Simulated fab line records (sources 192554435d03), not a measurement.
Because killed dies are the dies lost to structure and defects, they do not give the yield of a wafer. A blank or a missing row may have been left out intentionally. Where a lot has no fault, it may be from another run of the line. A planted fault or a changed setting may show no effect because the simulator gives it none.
fab line records -- flow n5-finfet -- part 2 of 2: steps 33 to 44 of 44
record: lots: 5, wafers: 15, last-day: 16
route steps=1938 shown ZERO_LAYER@18 WELL_APT@20 PMOS_HMC_CHANNEL_EPI@57
lots untouched by any fault: they come from a run of this same line in which no faults occurred
start-h: hours from the record's opening day to when the first of the lot's shown wafers began -- wait-h: hours from the lot's prior step to this one -- " unchanged from the row above -- L1.1+2: a single row standing in for several wafers -- - no value, or no start given -- * or withheld: withheld -- < > ~ a bound
route shown NAME@n: NAME is a module with steps in the file, n the number in the route of the first one -- usual: mean/standard deviation of fault-free wafers -- same: alike in all rows -- chamber/n: place in a boat -- sites: per-site readings -- _std_site: their standard deviation -- _edge_site: outer sites' mean less inner sites' -- radius-mm: how far each site lies from the wafer's centre -- mask NAME#n: copy n -- behind: the last tool/chamber to shape the wafer -- hold: why the lot was held/for how many hours/how that ended -- device: transistor that didn't switch, given as n, p or np -- end of line: tests run on the same wafers once the route is complete -- a step given without rows: its recipe and nothing more -- killed: count of dies lost to structure and defects at first sort (not the wafer's yield) -- map: the dies of a wafer, with x for killed, . for not killed, _ for no die there
set.NAME: the setting as run; set.NAME@STEP: as run at that earlier step -- model.NAME: the simulator's own value behind a step, which no gauge read
a table for each step, a row for each wafer; lots at some steps of the route
services: from which hour (start-h, from the record's first day; less than 0 if before it) a tool's chamber was out of use, for how many hours, and why
== steps ==
step: N5_WELL_APT_RTA_34
recipe: temp-c: 1000, time-s: 10, ambient: N2, idle-temp-c: 600, ramp-up-c-per-s: 150, ramp-down-c-per-s: 60, cool-to-c: 600
usual: lamp-power-pct: 13.01/0.052, wafer_temp_C_max: 1003.5/1
lot.wafer,tool,chamber,start-h,wait-h,lamp-power-pct,wafer_temp_C_max
L077.1,rtp-anneal-01,0,34.16,0.1,13.02,1003.6
L077.5,rtp-anneal-01,0,34.16,0.1,13.01,1003.8
L077.6,rtp-anneal-01,0,34.16,0.1,13.00,1004.4
L079.2,rtp-anneal-01,0,45.82,0.2,12.98,1003.3
L079.3,rtp-anneal-01,0,45.82,0.2,12.96,1003.2
L079.5,rtp-anneal-01,0,45.82,0.2,13.10,1003.4
L091.4,rtp-anneal-01,0,118.69,0.1,12.98,1003.1
L091.5,rtp-anneal-01,0,118.69,0.1,13.02,1002.7
L091.6,rtp-anneal-01,0,118.69,0.1,12.99,1002.6
L092.1,rtp-anneal-01,0,125.02,0.2,13.05,1003.6
L092.3,rtp-anneal-01,0,125.02,0.2,12.92,1002.4
L092.6,rtp-anneal-01,0,125.02,0.2,12.99,1002.9
L093.2,rtp-anneal-01,0,130.38,0.0,13.03,1002.1
L093.3,rtp-anneal-01,0,130.38,0.0,13.01,1004.8
L093.4,rtp-anneal-01,0,130.38,0.0,13.02,1002.3
step: N5_WELL_APT_OXIDE_STRIP_42
recipe: chemistry: dHF, dilution: 25:1, time-s: 45, temp-c: 25, target: SiO2, target-depth-a: 120
lot.wafer,tool,chamber,start-h,wait-h
L077.1+5+6,wet-bench-05,"1,7,6",34.31,0.1
L079.2+3+5,wet-bench-03,"1,0,3",45.95,0.1
L091.4+5+6,wet-bench-05,"0,3,4",118.77,0.1
L092.1+3+6,wet-bench-05,"3,1,4",125.16,0.1
L093.2+3+4,wet-bench-05,"1,5,4",130.50,0.1
step: N5_WELL_APT_PRECLEAN_36
recipe: chemistry: O3/DIW, time-s: 45, temp-c: 22, o3-ppm: 10
lot.wafer,tool,chamber,start-h,wait-h
L077.1+5+6,wet-bench-05,"1,7,6",34.32,0.0
L079.2+3+5,wet-bench-03,"1,0,3",45.97,0.0
L091.4+5+6,wet-bench-05,"0,3,4",118.81,0.0
L092.1+3+6,wet-bench-05,"3,1,4",125.19,0.0
L093.2+3+4,wet-bench-05,"1,5,4",130.52,0.0
step: N5_WELL_APT_PRECLEAN_39
recipe: chemistry: dHF, time-s: 60, dilution: 150:1, temp-c: 25
lot.wafer,tool,chamber,start-h,wait-h
L077.1+5+6,wet-bench-05,"1,7,6",34.34,0.0
L079.2+3+5,wet-bench-03,"1,0,3",45.98,0.0
L091.4+5+6,wet-bench-05,"0,3,4",118.84,0.0
L092.1+3+6,wet-bench-05,"3,1,4",125.22,0.0
L093.2+3+4,wet-bench-05,"1,5,4",130.53,0.0
step: N5_WELL_APT_SRD_37
recipe: dry: ipa-marangoni, do-ppb: 5, time-s: 30, temp-c: 23, rinse-liquid: diw
lot.wafer,tool,chamber,start-h,wait-h
L077.1+5+6,wet-bench-05,"1,7,6",34.35,0.0
L079.2+3+5,wet-bench-03,"1,0,3",45.99,0.0
L091.4+5+6,wet-bench-05,"0,3,4",118.88,0.0
L092.1+3+6,wet-bench-05,"3,1,4",125.26,0.0
L093.2+3+4,wet-bench-05,"1,5,4",130.55,0.0
step: N5_WELL_APT_EPI_41
recipe: material: Si, target-thk-a: 500, temp-c: 650, precursor: SiH4/H2, pressure-torr: 20, time-s: 297.7
usual: throttle-valve-pct: 11.4/0.42
lot.wafer,tool,chamber,start-h,wait-h,throttle-valve-pct
L077.1,epi-rpcvd-03,0,34.40,0.0,11.5
L077.5,epi-rpcvd-03,0,34.40,0.0,11.8
L077.6,epi-rpcvd-03,0,34.40,0.0,11.7
L079.2,epi-rpcvd-01,0,46.18,0.2,10.9
L079.3,epi-rpcvd-01,0,46.18,0.2,10.7
L079.5,epi-rpcvd-01,0,46.18,0.2,11.1
L091.4,epi-rpcvd-02,0,119.35,0.4,11.6
L091.5,epi-rpcvd-02,0,119.35,0.4,11.9
L091.6,epi-rpcvd-02,0,119.35,0.4,11.5
L092.1,epi-rpcvd-03,0,125.33,0.0,11.5
L092.3,epi-rpcvd-03,0,125.33,0.0,11.4
L092.6,epi-rpcvd-03,0,125.33,0.0,11.5
L093.2,epi-rpcvd-02,0,130.70,0.1,11.7
L093.3,epi-rpcvd-02,0,130.70,0.1,11.8
L093.4,epi-rpcvd-02,0,130.70,0.1,11.7
step: N5_WELL_APT_INSPECT_38
recipe: inspect-instrument: darkfield, mode: post-epi
usual: raw-defect-count: 14/5.4
lot.wafer,tool,chamber,start-h,wait-h,raw-defect-count
L077.1,defect-inspect-02,-,35.04,0.5,12
L077.5,defect-inspect-02,-,35.04,0.5,8
L077.6,defect-inspect-02,-,35.04,0.5,12
L079.2,defect-inspect-02,-,46.90,0.6,12
L079.3,defect-inspect-02,-,46.90,0.6,23
L079.5,defect-inspect-02,-,46.90,0.6,10
L091.4,defect-inspect-02,-,119.79,0.3,14
L091.5,defect-inspect-02,-,119.79,0.3,24
L091.6,defect-inspect-02,-,119.79,0.3,16
L092.1,defect-inspect-02,-,125.96,0.5,5
L092.3,defect-inspect-02,-,125.96,0.5,9
L092.6,defect-inspect-02,-,125.96,0.5,8
L093.2,defect-inspect-01,-,131.24,0.4,19
L093.3,defect-inspect-01,-,131.24,0.4,22
L093.4,defect-inspect-01,-,131.24,0.4,14
step: N5_PMOS_HMC_CHANNEL_EPI_HM_DEP_34
recipe: material: SiO2, target-thk-a: 360, temp-c: 400, precursor: TEOS/O2, pressure-torr: 6.5, rf-w: 900, teos-flow-sccm: 161.4, gas: O2, flow-sccm: 2650, time-s: 6.9
usual: heater-power-w: 567/110, showerhead-plenum-p-Torr: 8.35/0.041, throttle-valve-pct: 18.6/1.1
lot.wafer,tool,chamber,start-h,wait-h,heater-power-w,showerhead-plenum-p-Torr,throttle-valve-pct
L077.1,pecvd-03,2,35.08,0.0,625,8.37,17.3
L077.5,pecvd-03,0,35.08,0.0,561,8.41,17.7
L077.6,pecvd-03,1,35.08,0.0,501,8.38,18.2
L079.2,pecvd-03,2,46.94,0.0,692,8.39,17.5
L079.3,pecvd-03,1,46.94,0.0,460,8.37,18.5
L079.5,pecvd-03,2,46.94,0.0,709,8.39,17.6
L091.4,pecvd-02,0,119.84,0.0,726,8.29,20.3
L091.5,pecvd-02,1,119.84,0.0,507,8.32,20.0
L091.6,pecvd-02,0,119.84,0.0,752,8.26,20.3
L092.1,pecvd-03,0,126.00,0.0,576,8.41,17.6
L092.3,pecvd-03,1,126.00,0.0,511,8.38,18.6
L092.6,pecvd-03,1,126.00,0.0,514,8.39,18.2
L093.2,pecvd-02,1,131.27,0.0,476,8.35,20.0
L093.3,pecvd-02,2,131.27,0.0,444,8.36,16.9
L093.4,pecvd-02,0,131.27,0.0,795,8.25,20.2
step: N5_PMOS_HMC_CHANNEL_EPI_COAT_31
recipe: resist: BARC, temp-c: 205, time-s: 60, spin-rpm: 1500, resist-thk-nm: 66
usual: spin-speed-rpm: 1499.6/1
lot.wafer,tool,chamber,start-h,wait-h,spin-speed-rpm
L077.1,litho-track-02,0,35.13,0.0,1499.7
L077.5,litho-track-02,0,35.13,0.0,1500.6
L077.6,litho-track-02,0,35.13,0.0,1497.6
L079.2,litho-track-04,0,47.00,0.0,1498.8
L079.3,litho-track-04,0,47.00,0.0,1499.3
L079.5,litho-track-04,0,47.00,0.0,1499.5
L091.4,litho-track-02,0,119.90,0.0,1500.9
L091.5,litho-track-02,0,119.90,0.0,1501.2
L091.6,litho-track-02,0,119.90,0.0,1500.5
L092.1,litho-track-04,0,126.05,0.0,1499.8
L092.3,litho-track-04,0,126.05,0.0,1501.2
L092.6,litho-track-04,0,126.05,0.0,1501.8
L093.2,litho-track-04,0,131.33,0.0,1499.8
L093.3,litho-track-04,0,131.33,0.0,1498.0
L093.4,litho-track-04,0,131.33,0.0,1500.1
step: N5_PMOS_HMC_CHANNEL_EPI_COAT_03
recipe: resist: CAR-ArF-block, spin-rpm: 1500, resist-thk-nm: 205
usual: spin-speed-rpm: 1499.8/1.1
lot.wafer,tool,chamber,start-h,wait-h,spin-speed-rpm
L077.1,litho-track-02,0,-,-,1499.5
L077.5,litho-track-02,0,-,-,1501.8
L077.6,litho-track-02,0,-,-,1499.8
L079.2,litho-track-04,0,-,-,1500.6
L079.3,litho-track-04,0,-,-,1500.8
L079.5,litho-track-04,0,-,-,1500.0
L091.4,litho-track-02,0,-,-,1500.6
L091.5,litho-track-02,0,-,-,1499.3
L091.6,litho-track-02,0,-,-,1501.3
L092.1,litho-track-04,0,-,-,1501.0
L092.3,litho-track-04,0,-,-,1499.7
L092.6,litho-track-04,0,-,-,1500.2
L093.2,litho-track-04,0,-,-,1499.7
L093.3,litho-track-04,0,-,-,1497.9
L093.4,litho-track-04,0,-,-,1499.3
step: N5_PMOS_HMC_CHANNEL_EPI_EBR_05
recipe: solvent: PGMEA, ebr-width-mm: 1.5
lot.wafer,tool,chamber,start-h,wait-h
L077.1+5+6,litho-track-02,0,-,-
L079.2+3+5,litho-track-04,0,-,-
L091.4+5+6,litho-track-02,0,-,-
L092.1+3+6,litho-track-04,0,-,-
L093.2+3+4,litho-track-04,0,-,-
step: N5_PMOS_HMC_CHANNEL_EPI_SOFTBAKE_04
recipe: temp-c: 110, time-s: 60, resist: CAR-ArF-block
lot.wafer,tool,chamber,start-h,wait-h
L077.1+5+6,litho-track-02,0,-,-
L079.2+3+5,litho-track-04,0,-,-
L091.4+5+6,litho-track-02,0,-,-
L092.1+3+6,litho-track-04,0,-,-
L093.2+3+4,litho-track-04,0,-,-
== services ==
tool,chamber,start-h,hours,kind
krf-scanner-01,-,9.23,2.8,repair
implanter-02,-,11.63,2.5,repair
implanter-01,-,13.99,4.2,repair
rie-diel-06,1,14.17,6.7,repair
rie-diel-05,-,19.63,2.8,pm
rie-diel-04,2,19.79,4.9,repair
rie-diel-04,1,26.85,1.2,repair
krf-scanner-02,-,28.60,1.0,pm
krf-scanner-02,-,32.69,4.4,pm
wet-bench-03,-,41.85,1.1,repair
krf-scanner-02,-,63.21,0.8,pm
krf-scanner-01,-,65.61,2.4,repair
epi-rpcvd-03,-,66.04,28.1,pm
epi-rpcvd-01,-,75.20,2.8,pm
implanter-02,-,96.03,3.6,repair
pecvd-02,2,97.22,16.3,repair
epi-rpcvd-03,-,103.40,1.2,repair
rie-diel-04,1,104.02,9.3,repair
implanter-01,-,109.15,5.3,repair
implanter-02,-,113.08,2.4,repair
epi-rpcvd-03,-,115.03,0.8,repair
implanter-01,-,118.72,6.7,repair
krf-scanner-01,-,125.18,1.0,pm
krf-scanner-01,-,129.84,1.7,repair
